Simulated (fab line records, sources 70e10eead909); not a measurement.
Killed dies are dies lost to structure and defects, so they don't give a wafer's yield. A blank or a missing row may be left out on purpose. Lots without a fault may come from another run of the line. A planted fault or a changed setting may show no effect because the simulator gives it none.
Chamber matching | flow nand_harc | NHARC_A_CONTACT_ALD_18 on ald_metal-03: 4 sister chambers
The step deposits TiN, target thk 3 nm, pulse time 1 s, ald cycles 150. 27 wafers are shown with their chamber, then 12 later ones without.

WAFERS WITH THEIR CHAMBER
wafer  | chamber | heater_power_w (W) | precursor_pulse_height_rel
L077.1 | 2       | 1154               | 1.006
L077.2 | 1       | 900                | 0.961
L077.5 | 0       | 1106               | 1.001
L079.3 | 2       | 1203               | 1.027
L079.4 | 0       | 1043               | 0.957
L079.5 | 2       | 1174               | 0.982
L079.1 | 3       | 1081               | 0.959
L079.2 | 1       | 915                | 0.993
L079.6 | 3       | 1087               | 1.012
L075.1 | 0       | 1041               | 0.968
L075.2 | 1       | 940                | 0.997
L075.3 | 2       | 1227               | 0.996
L082.1 | 0       | 1073               | 0.973
L082.2 | 2       | 1198               | 1.001
L082.4 | 3       | 969                | 1.014
L086.1 | 3       | 995                | 0.992
L086.3 | 0       | 1053               | 0.996
L086.5 | 0       | 1046               | 1.010
L086.2 | 1       | 941                | 1.001
L086.4 | 2       | 1229               | 1.006
L086.6 | 3       | 965                | 0.977
L087.1 | 3       | 1009               | 0.992
L087.4 | 2       | 1172               | 1.006
L087.6 | 2       | 1199               | 0.993
L090.1 | 2       | 1187               | 0.991
L090.3 | 0       | 1067               | 0.984
L090.6 | 1       | 916                | 0.977

SIGNATURES (means of the wafers above)
reading                    | chamber 0 | chamber 1 | chamber 2 | chamber 3 | scatter within a chamber
heater_power_w             | 1061.29   | 922.40    | 1193.67   | 1017.67   | 32.3
precursor_pulse_height_rel | 0.98414   | 0.98580   | 1.00089   | 0.99100   | 0.0172
Rule: a wafer's distance from a chamber is the root of the sum, over the readings, of the square of ((its reading less the chamber's mean) divided by the reading's scatter). The wafer belongs to the nearest chamber; if the next one is less than 2 further off, it can't be placed. The scatter: the root of (the sum of the squares of (reading less its chamber's mean) over the shown wafers, divided by (wafers less chambers)).

WAFERS WITHOUT THEIR CHAMBER
wafer  | heater_power_w (W) | precursor_pulse_height_rel
L088.1 | 1211               | 1.002
L088.5 | 1032               | 1.019
L088.6 | 936                | 0.985
L091.1 | 895                | 1.022
L091.2 | 1067               | 0.985
L091.3 | 1206               | 0.957
L091.4 | 1063               | 1.022
L091.5 | 934                | 0.978
L091.6 | 1203               | 1.001
L095.1 | 1015               | 0.976
L095.5 | 927                | 0.994
L095.6 | 1062               | 1.020

WHICH CHAMBER EACH WENT THROUGH
wafer  | from the rows above     | in truth
L088.1 | 2                       | 2
L088.5 | can't be placed: 3 or 0 | 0
L088.6 | 1                       | 1
L091.1 | can't be placed: 1 or 3 | 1
L091.2 | can't be placed: 0 or 3 | 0
L091.3 | 2                       | 2
L091.4 | can't be placed: 0 or 3 | 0
L091.5 | 1                       | 1
L091.6 | 2                       | 2
L095.1 | can't be placed: 3 or 0 | 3
L095.5 | 1                       | 1
L095.6 | can't be placed: 0 or 3 | 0
Placed correctly: 6 of 12. Can't be placed from these rows: 6 (the true chamber is among the candidates in 6). Placed wrongly: 0.
